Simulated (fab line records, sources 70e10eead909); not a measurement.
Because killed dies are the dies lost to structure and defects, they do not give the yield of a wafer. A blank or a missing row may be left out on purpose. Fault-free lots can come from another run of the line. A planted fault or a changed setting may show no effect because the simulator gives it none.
Chamber matching + flow nand_harc + NHARC_A_STAIRCASE_DEP_325 on pecvd-03: 3 sister chambers
The step deposits SiO2, target thk 3800 nm. 3 wafers are shown with their chamber, then 10 later ones without.

## WAFERS WITH THEIR CHAMBER
| wafer  | chamber | heater_power_w (W) |
|--------|---------|--------------------|
| L084.3 | 0       | 858                |
| L088.1 | 1       | 685                |
| L088.2 | 2       | 664                |

## WAFERS WITHOUT THEIR CHAMBER
| wafer  | heater_power_w (W) |
|--------|--------------------|
| L088.4 | 661                |
| L089.1 | 618                |
| L089.2 | 766                |
| L089.5 | 551                |
| L093.3 | 619                |
| L093.5 | 544                |
| L093.6 | 689                |
| L095.2 | 668                |
| L095.4 | 704                |
| L095.5 | 545                |

## CHAMBER TAKEN BY EACH
| wafer  | from the rows above          | in truth |
|--------|------------------------------|----------|
| L088.4 | can't be placed: 2 or 1      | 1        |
| L089.1 | can't be placed: 2 or 1      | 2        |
| L089.2 | can't be placed: 1 or 0 or 2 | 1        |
| L089.5 | can't be placed: 2 or 1      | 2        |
| L093.3 | can't be placed: 2 or 1      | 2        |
| L093.5 | can't be placed: 2 or 1      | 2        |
| L093.6 | can't be placed: 1 or 2      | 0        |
| L095.2 | can't be placed: 2 or 1      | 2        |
| L095.4 | can't be placed: 1 or 2 or 0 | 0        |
| L095.5 | can't be placed: 2 or 1      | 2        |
0 of 10 placed correctly. Not placeable from these rows: 10 (in 9, the candidates include the true chamber). Wrongly placed: 0.
How it was worked out, from the rows above alone: a wafer's distance from a chamber is the root of the sum, over the readings, of the square of ((its reading less the chamber's mean) divided by the reading's scatter). The wafer belongs to the nearest chamber; if the next one is less than 2 further off, it can't be placed. The mean given for a chamber averages the wafers shown for that chamber. The scatter: root of mean squared gap, hidden wafer to nearest shown wafer, with one shown wafer a chamber.
